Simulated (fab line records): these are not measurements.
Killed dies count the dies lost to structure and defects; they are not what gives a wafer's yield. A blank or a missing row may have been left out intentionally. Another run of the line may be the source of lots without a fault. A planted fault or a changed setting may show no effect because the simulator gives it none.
A lot that was struck, set against a sound lot -- flow nandHarc -- 14 steps out of a route of 1302
Sound: these wafers, L729.1, L729.4, L729.5. Wafers L723.2, L723.3, L723.5 were the ones struck. At the end, the cause is stated.
Order at every step that has rows: each side's tool, ch and its chambers, its first start. Under that, the readings that differ: sound wafers -- struck wafers -- difference of the means -- sigmas: that difference in standard deviations of wafers without a fault.
alike: words and numbers the same on both sides, and readings whose means are apart by under 2 such deviations; not compared: readings that were withheld, readings missing a value for some wafer, numbers with overlapping values and no deviation given by the record, and bounds like >300 which may hide the same value.
Wherever a step has rows on one side only, a row that says differs or no value, or a row with sigmas, the two part there. Non-overlapping numbers with no deviation appear without sigmas and do not part them. A reading that every wafer of one side lacks parts them only if that side has two wafers or more.

first, 5 steps without rows for these wafers: NHARC_A_SLIT_SOFTBAKE_04 (time 55 s); NHARC_A_SLIT_EBR_05; NHARC_A_SLIT_EXPOSE_06 (exposes mask SLIT); NHARC_A_SLIT_PEB_07 (peb time 65 s); NHARC_A_SLIT_DEVELOP_08 (develop time 35 s).
NHARC_A_SLIT_CD_MEAS_09 targets a cd of 300 nm.
  sound on cdSem-02 ch 0, day 28 11:08; struck on cdSem-01 ch 0, day 25 16:16
  alike: cdNm
NHARC_A_SLIT_OVL_MEAS_10:
  struck on overlay-02, day 25 16:21; sound on overlay-02, day 28 11:14
reading,sound,struck,difference,sigmas
overlayXNm (nm),0.5 0.4 0.6,-2.1 -2.1 -1.6,-2.4,-3
overlayYNm (nm),1.8 1.2 1.6,-1.1 -1.0 -0.2,-2.3,-2
NHARC_A_SLIT_INSPECT_11:
  struck on defectInspect-02, day 25 16:23; sound on defectInspect-01, day 28 11:16
  alike: rawDefectCount
NHARC_A_SLIT_DESCUM_14: chemistry O2, time 3 s.
  sound on rieDiel-07 ch 1,2,3, day 28 11:20; struck on rieDiel-07 ch 1,2,3, day 25 16:28
  alike: drypumpMotorCurrentA, oesProductAu, rfVppV, showerheadPlenumPTorr, throttleValvePct
  not compared: rfHoursCounterH
NHARC_A_SLIT_ETCH_24: etches the open film in CF4/CHF3, target depth 121 nm, time 60.5 s.
  sound on rieDiel-07 ch 0,3, day 28 11:25; struck on rieDiel-07 ch 0,3, day 25 16:32
  alike: biasW, cf4FlowSccm, chf3FlowSccm, drypumpMotorCurrentA, oesProductAu, rfVppV, showerheadPlenumPTorr, throttleValvePct
  not compared: rfHoursCounterH
NHARC_A_SLIT_ETCH_15: etches the open film in O2/COS, target depth 6200 nm, time 1612 s.
  sound on rieDiel-07 ch 0,1,3; struck on rieDiel-07 ch 2,3
  alike: biasW, chamberPressureMTorr, drypumpMotorCurrentA, oesProductAu, rfVppV, showerheadPlenumPTorr, throttleValvePct
  not compared: rfHoursCounterH
NHARC_A_SLIT_ETCH_17: etches the open film in C4F8/O2/Ar, time 4254.5 s, target depth 20300 nm.
  sound on harEtch-02 ch 1, day 28 14:29; struck on harEtch-01 ch 0,1, day 25 18:15
  alike: c4f8FlowSccm, chamberPressureMTorr, drypumpMotorCurrentA, showerheadPlenumPTorr, throttleValvePct
  not compared: rfHoursCounterH
NHARC_A_SLIT_ETCH_26: etches the open film in C4F8/O2/Ar, time 90 s, target depth 400 nm.
  sound on harEtch-02 ch 1, day 28 18:05; struck on harEtch-01 ch 0,1, day 25 21:52
  no value came back on the struck wafers for any of 5 readings (biasV (V), c4f8FlowSccm (sccm) and others); on the sound wafers biasV (V) reads 397 404 407
  not compared: rfHoursCounterH
then, 1 step without rows for these wafers: NHARC_A_SLIT_STRIP_28 (strips in O2/COS).

## WHERE THEY PART
At NHARC_A_SLIT_OVL_MEAS_10 first; at NHARC_A_SLIT_ETCH_26 last (within this record only).

WHY: what had been put in by the simulator
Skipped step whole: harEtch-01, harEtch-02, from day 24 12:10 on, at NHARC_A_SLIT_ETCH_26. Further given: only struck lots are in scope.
